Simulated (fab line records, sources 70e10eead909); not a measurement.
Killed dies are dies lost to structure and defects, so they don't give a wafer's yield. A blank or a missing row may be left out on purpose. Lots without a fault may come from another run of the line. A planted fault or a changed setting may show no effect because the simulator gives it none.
Which tool did it? | flow nand_harc | 24 lots, 72 wafers sampled, at 6 steps of a route of 1159

WHAT THE GAUGES READ, wafer by wafer
NHARC_A_M1_INSPECT_27.
lot  | measured     | on                | raw_defect_count
L074 | day 17 08:22 | defect_inspect-02 | 304 576 412
L075 | day 18 04:07 | defect_inspect-01 | 412 455 376
L076 | day 18 05:38 | defect_inspect-01 | 423 504 503
L077 | day 18 06:16 | defect_inspect-02 | 403 283 326
L078 | day 18 12:04 | defect_inspect-01 | 337 329 360
L079 | day 18 16:39 | defect_inspect-02 | 425 375 403
L080 | day 18 21:25 | defect_inspect-02 | 460 541 588
L081 | day 19 05:27 | defect_inspect-01 | 550 488 490
L083 | day 20 06:06 | defect_inspect-01 | 327 687 451
L082 | day 20 06:34 | defect_inspect-01 | 435 489 626
L087 | day 20 12:34 | defect_inspect-02 | 355 395 512
L084 | day 20 22:14 | defect_inspect-02 | 299 497 560
L086 | day 20 22:32 | defect_inspect-02 | 451 604 535
L085 | day 21 13:34 | defect_inspect-01 | 342 490 397
L088 | day 21 14:11 | defect_inspect-02 | 396 381 418
L090 | day 22 03:57 | defect_inspect-02 | 434 393 390
L089 | day 22 04:24 | defect_inspect-02 | 439 433 348
L093 | day 22 09:58 | defect_inspect-02 | 394 314 400
L092 | day 22 12:01 | defect_inspect-02 | 442 373 625
L094 | day 22 20:20 | defect_inspect-02 | 445 456 387
L091 | day 23 07:05 | defect_inspect-01 | 535 428 344
L096 | day 23 08:28 | defect_inspect-01 | 366 465 399
L097 | day 23 10:18 | defect_inspect-01 | 526 556 555
L095 | day 23 13:33 | defect_inspect-01 | 427 440 439

NHARC_A_BONDPAD_CD_MEAS_13.
lot  | measured     | on        | cd_nm (nm)
L074 | day 17 10:43 | cd_sem-02 | 504.1 503.4 504.7
L075 | day 18 06:29 | cd_sem-02 | 503.6 501.9 503.9
L076 | day 18 08:10 | cd_sem-03 | 496.5 498.8 497.4
L077 | day 18 08:47 | cd_sem-01 | 501.5 502.7 501.7
L078 | day 18 14:39 | cd_sem-03 | 498.1 496.9 496.9
L079 | day 18 19:09 | cd_sem-02 | 500.6 497.6 500.1
L080 | day 19 00:11 | cd_sem-01 | 499.3 499.3 498.2
L081 | day 19 07:54 | cd_sem-01 | 502.2 502.3 502.4
L083 | day 20 08:34 | cd_sem-01 | 500.7 500.4 500.1
L082 | day 20 09:12 | cd_sem-01 | 499.6 499.7 501.4
L087 | day 20 14:53 | cd_sem-02 | 500.9 499.4 500.2
L084 | day 21 00:34 | cd_sem-03 | 499.3 499.1 497.4
L086 | day 21 01:01 | cd_sem-03 | 501.0 500.1 499.8
L085 | day 21 16:01 | cd_sem-02 | 497.1 499.3 499.0
L088 | day 21 16:38 | cd_sem-03 | 500.7 498.7 499.1
L090 | day 22 06:25 | cd_sem-01 | 500.1 498.5 499.2
L089 | day 22 06:55 | cd_sem-02 | 499.3 499.0 499.1
L093 | day 22 12:26 | cd_sem-01 | 498.6 500.0 499.4
L092 | day 22 15:02 | cd_sem-02 | 497.7 500.0 497.7
L094 | day 22 22:49 | cd_sem-01 | 500.0 500.5 499.3
L091 | day 23 09:36 | cd_sem-02 | 499.9 501.0 501.1
L096 | day 23 10:48 | cd_sem-02 | 498.4 498.7 499.7
L097 | day 23 12:38 | cd_sem-02 | 501.1 499.8 503.0
L095 | day 23 15:53 | cd_sem-02 | 500.6 500.6 500.5

NHARC_HYBRID_BOND_INSPECT_06: inspects for defects (ir void).
lot  | measured     | on                | raw_defect_count
L074 | day 18 01:53 | defect_inspect-01 | 38 37 51
L075 | day 18 20:13 | defect_inspect-01 | 29 30 40
L076 | day 18 20:14 | defect_inspect-02 | 20 23 19
L077 | day 18 20:15 | defect_inspect-02 | 29 34 28
L078 | day 19 03:50 | defect_inspect-02 | 37 32 30
L079 | day 19 03:50 | defect_inspect-01 | 30 36 34
L080 | day 19 13:30 | defect_inspect-02 | 39 40 42
L081 | day 19 22:03 | defect_inspect-01 | 11 11 12
L083 | day 20 20:34 | defect_inspect-01 | 37 35 34
L082 | day 20 20:34 | defect_inspect-02 | 16 10 14
L087 | day 21 04:52 | defect_inspect-01 | 17 14 20
L084 | day 21 12:43 | defect_inspect-02 | 16 14 17
L086 | day 21 12:44 | defect_inspect-01 | 29 34 34
L085 | day 22 04:34 | defect_inspect-02 | 37 42 47
L088 | day 22 04:34 | defect_inspect-01 | 37 35 32
L090 | day 22 18:34 | defect_inspect-02 | 42 27 36
L089 | day 22 18:33 | defect_inspect-01 | 23 41 33
L093 | day 23 00:27 | defect_inspect-02 | 21 28 30
L092 | day 23 00:26 | defect_inspect-01 | 66 52 57
L094 | day 23 12:46 | defect_inspect-02 | 32 34 44
L091 | day 23 21:43 | defect_inspect-01 | 56 70 72
L096 | day 23 21:43 | defect_inspect-02 | 71 64 55
L097 | day 23 21:44 | defect_inspect-02 | 24 36 34
L095 | day 24 03:53 | defect_inspect-01 | 18 21 25

WHICH TOOL RAN EACH LOT (tool, then ch and the chambers of the sampled wafers, then the start)
lot  | NHARC_A_M0_PRE_CLEAN_31         | NHARC_A_M1_PVD_21                       | NHARC_A_BONDPAD_PVD_27
L074 | pecvd-03 ch 0,1,2, day 17 03:58 | pvd_sputter-01, day 17 08:22 or earlier | pvd_sputter-03, day 18 01:53 or earlier
L075 | pecvd-03 ch 1,2, day 18 00:00   | pvd_sputter-01, day 18 04:07 or earlier | pvd_sputter-02, day 18 20:13 or earlier
L076 | pecvd-04 ch 1,2, day 18 01:24   | pvd_sputter-01, day 18 05:38 or earlier | pvd_sputter-03, day 18 20:14 or earlier
L077 | pecvd-03 ch 0,1, day 18 02:10   | pvd_sputter-03, day 18 06:16 or earlier | pvd_sputter-02, day 18 20:15 or earlier
L078 | pecvd-03 ch 0,1,2, day 18 07:59 | pvd_sputter-03, day 18 12:04 or earlier | pvd_sputter-03, day 19 03:50 or earlier
L079 | pecvd-02 ch 0,2, day 18 12:28   | pvd_sputter-02, day 18 16:39 or earlier | pvd_sputter-02, day 19 03:50 or earlier
L080 | pecvd-04 ch 0,1, day 18 17:20   | pvd_sputter-01, day 18 21:25 or earlier | pvd_sputter-03, day 19 13:30 or earlier
L081 | pecvd-02 ch 1,2, day 19 01:29   | pvd_sputter-02, day 19 05:27 or earlier | pvd_sputter-03, day 19 22:03 or earlier
L083 | pecvd-02 ch 0,1, day 20 02:07   | pvd_sputter-01, day 20 06:06 or earlier | pvd_sputter-02, day 20 20:34 or earlier
L082 | pecvd-04 ch 0,1,2, day 20 02:11 | pvd_sputter-01, day 20 06:34 or earlier | pvd_sputter-02, day 20 20:34 or earlier
L087 | pecvd-02 ch 0,2, day 20 08:28   | pvd_sputter-02, day 20 12:34 or earlier | pvd_sputter-02, day 21 04:52 or earlier
L084 | pecvd-02 ch 0,1, day 20 18:10   | pvd_sputter-02, day 20 22:14 or earlier | pvd_sputter-02, day 21 12:43 or earlier
L086 | pecvd-02 ch 0,1, day 20 18:29   | pvd_sputter-03, day 20 22:32 or earlier | pvd_sputter-01, day 21 12:44 or earlier
L085 | pecvd-03 ch 0,2, day 21 09:26   | pvd_sputter-01, day 21 13:34 or earlier | pvd_sputter-03, day 22 04:34 or earlier
L088 | pecvd-04 ch 0,2, day 21 10:08   | pvd_sputter-02, day 21 14:11 or earlier | pvd_sputter-02, day 22 04:34 or earlier
L090 | pecvd-04 ch 0,2, day 21 23:50   | pvd_sputter-02, day 22 03:57 or earlier | pvd_sputter-02, day 22 18:34 or earlier
L089 | pecvd-03 ch 0,1, day 22 00:16   | pvd_sputter-01, day 22 04:24 or earlier | pvd_sputter-03, day 22 18:33 or earlier
L093 | pecvd-04 ch 0,1,2, day 22 06:01 | pvd_sputter-03, day 22 09:58 or earlier | pvd_sputter-02, day 23 00:27 or earlier
L092 | pecvd-03 ch 0,1,2, day 22 08:01 | pvd_sputter-03, day 22 12:01 or earlier | pvd_sputter-02, day 23 00:26 or earlier
L094 | pecvd-04 ch 0,1, day 22 16:14   | pvd_sputter-02, day 22 20:20 or earlier | pvd_sputter-01, day 23 12:46 or earlier
L091 | pecvd-03 ch 0,1,2, day 23 03:06 | pvd_sputter-01, day 23 07:05 or earlier | pvd_sputter-02, day 23 21:43 or earlier
L096 | pecvd-03 ch 1,2, day 23 03:52   | pvd_sputter-02, day 23 08:28 or earlier | pvd_sputter-01, day 23 21:43 or earlier
L097 | pecvd-02 ch 1,2, day 23 06:07   | pvd_sputter-01, day 23 10:18 or earlier | pvd_sputter-01, day 23 21:44 or earlier
L095 | pecvd-03 ch 1,2, day 23 09:35   | pvd_sputter-02, day 23 13:33 or earlier | pvd_sputter-02, day 24 03:53 or earlier
- NHARC_A_M0_PRE_CLEAN_31: time 12 s.
- NHARC_A_M1_PVD_21: deposits Cu, target thk 30 nm, time 20.49 s.
- NHARC_A_BONDPAD_PVD_27: deposits Cu, target thk 30 nm, time 20.49 s.

WHAT THE TOOLS THEMSELVES READ (means of the sampled wafers that have a number; where no wafer has one, the mark that the record gives instead)
NHARC_A_M0_PRE_CLEAN_31.
lot  | tool     | heater_power_w (W)
L074 | pecvd-03 | 573
L075 | pecvd-03 | 649
L076 | pecvd-04 | 555
L077 | pecvd-03 | 671
L078 | pecvd-03 | 589
L079 | pecvd-02 | 533
L080 | pecvd-04 | 605
L081 | pecvd-02 | 610
L083 | pecvd-02 | 633
L082 | pecvd-04 | 553
L087 | pecvd-02 | 587
L084 | pecvd-02 | 628
L086 | pecvd-02 | 577
L085 | pecvd-03 | 581
L088 | pecvd-04 | 654
L090 | pecvd-04 | 644
L089 | pecvd-03 | 703
L093 | pecvd-04 | 614
L092 | pecvd-03 | 606
L094 | pecvd-04 | 582
L091 | pecvd-03 | 592
L096 | pecvd-03 | 616
L097 | pecvd-02 | 674
L095 | pecvd-03 | 583

NHARC_A_M1_PVD_21.
lot  | tool           | throttle_valve_pct (%)
L074 | pvd_sputter-01 | 29.1
L075 | pvd_sputter-01 | 29.7
L076 | pvd_sputter-01 | 28.8
L077 | pvd_sputter-03 | 30.2
L078 | pvd_sputter-03 | 28.5
L079 | pvd_sputter-02 | 30.5
L080 | pvd_sputter-01 | 29.4
L081 | pvd_sputter-02 | 30.3
L083 | pvd_sputter-01 | 29.2
L082 | pvd_sputter-01 | 29.3
L087 | pvd_sputter-02 | 30.4
L084 | pvd_sputter-02 | 30.1
L086 | pvd_sputter-03 | 30.6
L085 | pvd_sputter-01 | 29.6
L088 | pvd_sputter-02 | 30.3
L090 | pvd_sputter-02 | 30.3
L089 | pvd_sputter-01 | 29.7
L093 | pvd_sputter-03 | 30.5
L092 | pvd_sputter-03 | 29.3
L094 | pvd_sputter-02 | 30.3
L091 | pvd_sputter-01 | 28.3
L096 | pvd_sputter-02 | 30.4
L097 | pvd_sputter-01 | 29.4
L095 | pvd_sputter-02 | 30.5

NHARC_A_BONDPAD_PVD_27.
lot  | tool           | throttle_valve_pct (%)
L074 | pvd_sputter-03 | 30.5
L075 | pvd_sputter-02 | 30.4
L076 | pvd_sputter-03 | 29.8
L077 | pvd_sputter-02 | 30.4
L078 | pvd_sputter-03 | 29.2
L079 | pvd_sputter-02 | 30.5
L080 | pvd_sputter-03 | 30.0
L081 | pvd_sputter-03 | 30.0
L083 | pvd_sputter-02 | 30.2
L082 | pvd_sputter-02 | 30.4
L087 | pvd_sputter-02 | 30.3
L084 | pvd_sputter-02 | 30.3
L086 | pvd_sputter-01 | 29.5
L085 | pvd_sputter-03 | 29.8
L088 | pvd_sputter-02 | 30.4
L090 | pvd_sputter-02 | 30.3
L089 | pvd_sputter-03 | 28.9
L093 | pvd_sputter-02 | 30.3
L092 | pvd_sputter-02 | 30.1
L094 | pvd_sputter-01 | 29.0
L091 | pvd_sputter-02 | 30.5
L096 | pvd_sputter-01 | 29.3
L097 | pvd_sputter-01 | 29.5
L095 | pvd_sputter-02 | 30.6

THE ANSWER, worked out from the rows above alone
Rule: what is usual is taken from the lots themselves. Put in order of their means at a reading, lots are off if they are a third of the lots or fewer, leave a main group of 4 or more, and stand apart from it by a gap of 3 or more times the standard deviation of the main group's means; of several such gaps the widest counts. A main group whose means are all the same, to the digits that the tables above print for the reading, isn't used. A lot without any number at a reading at which 4 lots or more have one is off too. The other lots that the step has rows for count as sound. The gauges are gone through in route order, then the tools' own readings, and for those a lot's mean is taken as printed above. The first step at which some lot is off is used, and at that step the reading that is off furthest; a lot without a number counts as furthest.
No lot is off at any reading shown: from this, nothing can be told.

WHAT THE SIMULATOR HAD PUT IN
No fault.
